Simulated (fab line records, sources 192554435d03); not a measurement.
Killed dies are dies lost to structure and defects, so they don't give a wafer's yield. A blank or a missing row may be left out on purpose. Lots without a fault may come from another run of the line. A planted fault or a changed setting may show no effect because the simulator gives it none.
Which tool did it? | flow n5_finfet | 10 lots, 30 wafers sampled, at 5 steps of a route of 1938

WHAT THE GAUGES READ, wafer by wafer
N5_GATE_CUT_CD_MEAS_13: target cd 20 nm.
lot  | measured     | on        | cd_nm (nm)
L739 | day 5 06:22  | cd_sem-01 | 19.38 20.05 19.71
L740 | day 5 11:02  | cd_sem-01 | 19.76 19.95 19.57
L741 | day 5 17:59  | cd_sem-01 | 19.84 20.04 19.94
L742 | day 5 23:58  | cd_sem-01 | 20.02 20.16 20.25
L743 | day 6 04:47  | cd_sem-02 | 19.90 19.98 19.99
L745 | day 6 17:55  | cd_sem-03 | 20.10 19.87 20.08
L748 | day 7 13:42  | cd_sem-03 | 19.95 20.08 19.93
L749 | day 7 23:43  | cd_sem-03 | 19.71 19.61 19.64
L757 | day 9 19:11  | cd_sem-03 | 19.88 19.91 20.06
L758 | day 10 06:04 | cd_sem-02 | 19.98 19.97 19.66

N5_GATE_CUT_INSPECT_15: inspects for defects (brightfield).
lot  | measured     | on                | raw_defect_count
L739 | day 5 06:28  | defect_inspect-02 | 102 119 113
L740 | day 5 11:08  | defect_inspect-02 | 109 108 111
L741 | day 5 18:05  | defect_inspect-01 | 117 159 139
L742 | day 6 00:03  | defect_inspect-01 | 127 92 164
L743 | day 6 04:52  | defect_inspect-01 | 212 120 86
L745 | day 6 18:00  | defect_inspect-01 | 147 125 125
L748 | day 7 13:47  | defect_inspect-02 | 144 152 249
L749 | day 7 23:48  | defect_inspect-01 | 119 136 152
L757 | day 9 19:17  | defect_inspect-01 | 103 98 84
L758 | day 10 06:10 | defect_inspect-01 | 116 128 128

N5_BEOL_M4_RC_MEAS_101.
lot  | measured     | on        | DIBL_N (mV/V)  | DIBL_P (mV/V)  | IOFF_N (nA/um) | IOFF_P (nA/um) | ION_N (uA/um) | ION_P (uA/um) | SS_N (mV/dec)  | SS_P (mV/dec)  | VT_N (mV)   | VT_P (mV)
L739 | day 8 15:17  | prober-02 | 38.1 34.9 36.7 | 38.5 35.8 37.3 | 0.19 0.14 0.17 | 0.23 0.19 0.21 | 682 657 676   | 462 450 462   | 72.5 71.9 71.4 | 73.5 72.8 73.5 | 248 253 250 | -250 -253 -253
L740 | day 9 00:46  | prober-02 | 37.4 35.3 36.7 | 37.4 34.8 36.8 | 0.19 0.14 0.18 | 0.21 0.17 0.20 | 688 669 664   | 468 454 457   | 71.5 71.3 72.4 | 73.3 73.3 73.7 | 247 253 249 | -251 -255 -252
L741 | day 9 02:31  | prober-02 | 37.4 34.8 35.5 | 38.4 34.5 35.5 | 0.18 0.13 0.15 | 0.23 0.16 0.18 | 679 674 671   | 467 461 458   | 71.6 70.8 70.8 | 74.6 73.0 73.6 | 249 251 251 | -246 -251 -253
L742 | day 9 08:15  | prober-02 | 35.1 34.4 36.1 | 35.8 34.5 37.2 | 0.15 0.14 0.18 | 0.20 0.19 0.23 | 688 674 681   | 470 460 468   | 71.5 71.0 71.5 | 73.1 72.3 73.6 | 249 246 246 | -250 -252 -248
L743 | day 9 11:34  | prober-02 | 36.8 35.1 36.4 | 38.0 37.1 37.7 | 0.17 0.14 0.16 | 0.21 0.18 0.20 | 669 669 672   | 454 451 450   | 72.3 71.1 71.1 | 73.7 72.7 73.2 | 248 251 246 | -254 -251 -253
L745 | day 9 16:11  | prober-02 | 35.6 33.9 34.7 | 36.2 33.8 35.1 | 0.16 0.12 0.14 | 0.19 0.15 0.17 | 684 671 676   | 463 455 463   | 71.6 71.2 71.1 | 73.1 73.2 73.2 | 248 253 249 | -250 -254 -253
L748 | day 11 02:02 | prober-02 | 34.1 35.5 35.3 | 33.4 35.1 35.6 | 0.13 0.15 0.15 | 0.16 0.18 0.18 | 667 677 671   | 456 463 461   | 70.7 71.3 71.5 | 72.5 73.8 73.5 | 249 253 252 | -254 -253 -254
L749 | day 11 05:08 | prober-02 | 36.2 33.7 36.9 | 37.0 33.3 37.8 | 0.16 0.12 0.18 | 0.20 0.15 0.22 | 672 665 673   | 453 450 460   | 71.1 71.1 71.8 | 73.1 72.2 73.6 | 247 252 248 | -253 -254 -251
L757 | day 13 02:18 | prober-02 | 36.0 37.7 37.8 | 35.2 37.2 37.0 | 0.16 0.18 0.19 | 0.22 0.24 0.25 | 677 697 692   | 469 471 472   | 70.8 71.9 71.6 | 73.1 73.8 73.7 | 249 247 248 | -249 -246 -247
L758 | day 13 07:38 | prober-01 | 38.3 37.1 36.5 | 39.7 37.1 36.0 | 0.20 0.18 0.17 | 0.26 0.22 0.21 | 692 682 682   | 470 466 466   | 71.9 71.8 71.2 | 74.3 74.0 73.5 | 247 248 248 | -247 -251 -250

WHICH TOOL RAN EACH LOT (tool, then ch and the chambers of the sampled wafers, then the start)
lot  | N5_GATE_CUT_CUT_ETCH_53           | N5_GATE_CUT_VAPOR_ETCH_48
L739 | rie_metal-01 ch 0,1, day 5 06:53  | rie_metal-01 ch 0,1, day 5 07:04
L740 | rie_metal-03 ch 0,1, day 5 11:33  | rie_metal-03 ch 0,1, day 5 11:44
L741 | rie_metal-02 ch 0,1, day 5 18:58  | rie_metal-02 ch 0,1, day 5 19:08
L742 | rie_metal-03 ch 0,1, day 6 00:29  | rie_metal-03 ch 0,1, day 6 00:40
L743 | rie_metal-01 ch 0,1, day 6 05:18  | rie_metal-01 ch 0,1, day 6 05:29
L745 | rie_metal-01 ch 1, day 6 18:26    | rie_metal-01 ch 1, day 6 18:47
L748 | rie_metal-03 ch 0,1, day 7 14:28  | rie_metal-03 ch 0,1, day 7 14:39
L749 | rie_metal-01 ch 1, day 8 00:20    | rie_metal-01 ch 1, day 8 00:31
L757 | rie_metal-03 ch 0, day 9 19:51    | rie_metal-03 ch 0, day 9 20:02
L758 | rie_metal-02 ch 0,1, day 10 06:53 | rie_metal-02 ch 0,1, day 10 07:04
- N5_GATE_CUT_CUT_ETCH_53: etches W in SF6/Cl2, target depth 79.2 nm.
- N5_GATE_CUT_VAPOR_ETCH_48: etches TiN in BCl3/Cl2.

WHAT THE TOOLS THEMSELVES READ (means of the sampled wafers that have a number; where no wafer has one, the mark that the record gives instead)
N5_GATE_CUT_CUT_ETCH_53.
lot  | tool         | chamber_pressure_mTorr (mTorr) | drypump_motor_current_A (A) | etch_rf_on_time_s (s) | oes_product_au (a.u.) | rf_fwd_power_W (W) | throttle_valve_pct (%)
L739 | rie_metal-01 | 7.999                          | 5.40                        | 26.8                  | 0.52                  | 880.2              | 29.03
L740 | rie_metal-03 | 8.002                          | 5.57                        | 25.4                  | 0.64                  | 880.7              | 29.16
L741 | rie_metal-02 | 7.998                          | 5.69                        | 26.2                  | 0.64                  | 879.2              | 29.03
L742 | rie_metal-03 | 8.004                          | 5.57                        | 25.5                  | 0.64                  | 875.5              | 29.18
L743 | rie_metal-01 | 7.999                          | 5.30                        | 27.1                  | 0.51                  | 875.6              | 29.09
L745 | rie_metal-01 | 8.008                          | 5.46                        | 26.4                  | 0.52                  | 876.3              | 29.00
L748 | rie_metal-03 | 7.998                          | 5.60                        | 25.4                  | 0.64                  | 877.8              | 29.14
L749 | rie_metal-01 | 8.000                          | 5.50                        | 32.9                  | 0.79                  | 663.9              | 28.54
L757 | rie_metal-03 | 7.997                          | 5.58                        | 25.9                  | 0.61                  | 874.6              | 29.21
L758 | rie_metal-02 | 8.003                          | 5.36                        | 25.7                  | 0.67                  | 879.6              | 29.01

N5_GATE_CUT_VAPOR_ETCH_48.
lot  | tool         | drypump_motor_current_A (A) | oes_product_au (a.u.)
L739 | rie_metal-01 | 5.38                        | 0.57
L740 | rie_metal-03 | 5.55                        | 0.70
L741 | rie_metal-02 | 5.70                        | 0.70
L742 | rie_metal-03 | 5.58                        | 0.70
L743 | rie_metal-01 | 5.30                        | 0.58
L745 | rie_metal-01 | 5.49                        | 0.58
L748 | rie_metal-03 | 5.62                        | 0.69
L749 | rie_metal-01 | 5.48                        | 1.02
L757 | rie_metal-03 | 5.56                        | 0.67
L758 | rie_metal-02 | 5.37                        | 0.74

THE ANSWER, worked out from the rows above alone
Rule: what is usual is taken from the lots themselves. Put in order of their means at a reading, lots are off if they are a third of the lots or fewer, leave a main group of 4 or more, and stand apart from it by a gap of 3 or more times the standard deviation of the main group's means; of several such gaps the widest counts. A main group whose means are all the same, to the digits that the tables above print for the reading, isn't used. A lot without any number at a reading at which 4 lots or more have one is off too. The other lots that the step has rows for count as sound. The gauges are gone through in route order, then the tools' own readings, and for those a lot's mean is taken as printed above. The first step at which some lot is off is used, and at that step the reading that is off furthest; a lot without a number counts as furthest.
Off: L749, at N5_GATE_CUT_CUT_ETCH_53 (rf_fwd_power_W). The main group: mean 877.7 W, standard deviation 2.2.
A tool fits if, at that step or a process step before it, it ran every lot that is off, and no sound lot after the first of them. One fits: rie_metal-01 at N5_GATE_CUT_CUT_ETCH_53. Its last sound lot is L745 (day 6 18:26), its first lot that is off L749 (day 8 00:20): a fault that began between those two fits.
The tool's own readings at N5_GATE_CUT_CUT_ETCH_53 bear it out: on the lots that are off they differ by more than 5 times the standard deviation of the sound lots' means. etch_rf_on_time_s reads 32.9 s there against 26.0 s on the sound lots; rf_fwd_power_W reads 663.9 W there against 877.7 W on the sound lots; throttle_valve_pct reads 28.54 % there against 29.09 % on the sound lots.

WHAT THE SIMULATOR HAD PUT IN
Process parameter drift: rie_metal-01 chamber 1, from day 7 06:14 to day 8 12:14, at N5_GATE_CUT_CUT_ETCH_53. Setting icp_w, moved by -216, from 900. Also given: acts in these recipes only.
Lots struck among those shown: L749. The rule above found the same.
